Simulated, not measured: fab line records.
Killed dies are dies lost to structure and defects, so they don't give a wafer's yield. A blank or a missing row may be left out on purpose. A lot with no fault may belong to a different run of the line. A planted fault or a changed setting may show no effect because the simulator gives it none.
Chamber matching | flow nand_harc | NHARC_A_WL_FILL_ALD_19 on ald_metal-03: 4 sister chambers
The step deposits TiN, target thk 2 nm, pulse time 3 s, ald cycles 100. 4 wafers are shown with their chamber, then 9 later ones without.

WAFERS, EACH WITH ITS CHAMBER
wafer  | chamber | heater_power_w (W)
L084.2 | 2       | 1093
L084.6 | 1       | 1157
L086.5 | 3       | 1119
L086.6 | 0       | 827

WAFERS MISSING THEIR CHAMBER
wafer  | heater_power_w (W)
L089.3 | 1151
L089.4 | 1123
L089.5 | 1188
L092.1 | 1142
L092.2 | 1082
L092.5 | 1181
L093.3 | 1199
L093.5 | 1185
L093.6 | 1073

WHICH CHAMBER EACH ONE RAN IN
wafer  | from the rows above          | in truth
L089.3 | can't be placed: 1 or 3      | 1
L089.4 | can't be placed: 3 or 2 or 1 | 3
L089.5 | can't be placed: 1 or 3      | 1
L092.1 | can't be placed: 1 or 3 or 2 | 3
L092.2 | can't be placed: 2 or 3      | 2
L092.5 | can't be placed: 1 or 3      | 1
L093.3 | can't be placed: 1 or 3      | 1
L093.5 | can't be placed: 1 or 3      | 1
L093.6 | can't be placed: 2 or 3      | 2
Placed correctly: 0 of 9. Not placeable from these rows: 9 (in 9, the candidates include the true chamber). Number placed wrongly: 0.
How it was worked out, from the rows above alone: a wafer's distance from a chamber is the root of the sum, over the readings, of the square of ((its reading less the chamber's mean) divided by the reading's scatter). If the next closest chamber is less than 2 further off than the closest, the wafer can't be placed; otherwise it belongs to the closest. The mean given for a chamber averages the wafers shown for that chamber. The scatter (one wafer shown for each chamber): square how far every hidden wafer sits from the nearest shown wafer, average those squares and take the square root.
